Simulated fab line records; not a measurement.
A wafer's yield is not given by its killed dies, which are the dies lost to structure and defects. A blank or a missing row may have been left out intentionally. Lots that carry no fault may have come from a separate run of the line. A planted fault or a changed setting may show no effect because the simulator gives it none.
Chamber matching | flow n5-finfet | 4 sister chambers for N5_BEOL_M5_DESCUM_33 on rie-diel-03
The step chemistry O2, time 7 s. 16 wafers are shown with their chamber, then 8 later ones without.

== WAFERS PAIRED WITH THEIR CHAMBERS ==
wafer  | chamber | drypump-motor-current-A (A) | throttle-valve-pct (%) | showerhead-plenum-p-Torr (Torr)
L074.2 | 1       | 6.0                         | 20.80                  | 2.16
L074.3 | 3       | 6.6                         | 20.17                  | 2.14
L074.6 | 3       | 6.6                         | 20.17                  | 2.14
L076.2 | 1       | 6.0                         | 20.80                  | 2.16
L076.5 | 3       | 6.7                         | 20.17                  | 2.13
L076.6 | 0       | 4.9                         | 20.14                  | 2.10
L083.3 | 1       | 6.1                         | 20.82                  | 2.15
L083.5 | 1       | 6.1                         | 20.82                  | 2.15
L083.6 | 2       | 5.8                         | 20.27                  | 2.09
L084.2 | 0       | 4.9                         | 20.18                  | 2.09
L084.4 | 3       | 6.6                         | 20.19                  | 2.13
L084.6 | 2       | 5.8                         | 20.28                  | 2.09
L086.3 | 2       | 5.8                         | 20.27                  | 2.09
L086.4 | 1       | 6.0                         | 20.83                  | 2.15
L086.6 | 2       | 5.8                         | 20.30                  | 2.09
L093.1 | 3       | 6.6                         | 20.23                  | 2.12

SIGNATURES (averages over the wafers above)
reading                  | chamber 0 | chamber 1 | chamber 2 | chamber 3 | scatter within a chamber
drypump-motor-current-A  | 4.900     | 6.040     | 5.800     | 6.620     | 0.0408
throttle-valve-pct       | 20.1600   | 20.8140   | 20.2800   | 20.1860   | 0.0201
showerhead-plenum-p-Torr | 2.0950    | 2.1540    | 2.0900    | 2.1320    | 0.00612
Rule: a wafer's distance from a chamber is the root of the sum, over the readings, of the square of ((its reading less the chamber's mean) divided by the reading's scatter). If the next closest chamber is less than 2 further off than the closest, the wafer can't be placed; otherwise it belongs to the closest. The scatter: take each reading less its chamber's mean, square it, sum over the shown wafers, divide by the number of wafers less the number of chambers, and take the root.

== WAFERS MISSING THEIR CHAMBER ==
wafer  | drypump-motor-current-A (A) | throttle-valve-pct (%) | showerhead-plenum-p-Torr (Torr)
L093.5 | 5.8                         | 20.31                  | 2.08
L093.6 | 6.6                         | 20.23                  | 2.12
L094.2 | 6.1                         | 20.87                  | 2.14
L094.3 | 5.8                         | 20.31                  | 2.08
L094.6 | 4.9                         | 20.23                  | 2.08
L096.1 | 4.9                         | 20.23                  | 2.08
L096.3 | 6.0                         | 20.88                  | 2.14
L096.5 | 6.6                         | 20.24                  | 2.12

== THE CHAMBER EACH PASSED THROUGH ==
wafer  | from the rows above | in truth
L093.5 | 2                   | 2
L093.6 | 3                   | 3
L094.2 | 1                   | 1
L094.3 | 2                   | 2
L094.6 | 0                   | 0
L096.1 | 0                   | 0
L096.3 | 1                   | 1
L096.5 | 3                   | 3
Correct placement for 8 of the 8. Left unplaced by these rows: 0. 0 placed wrongly.
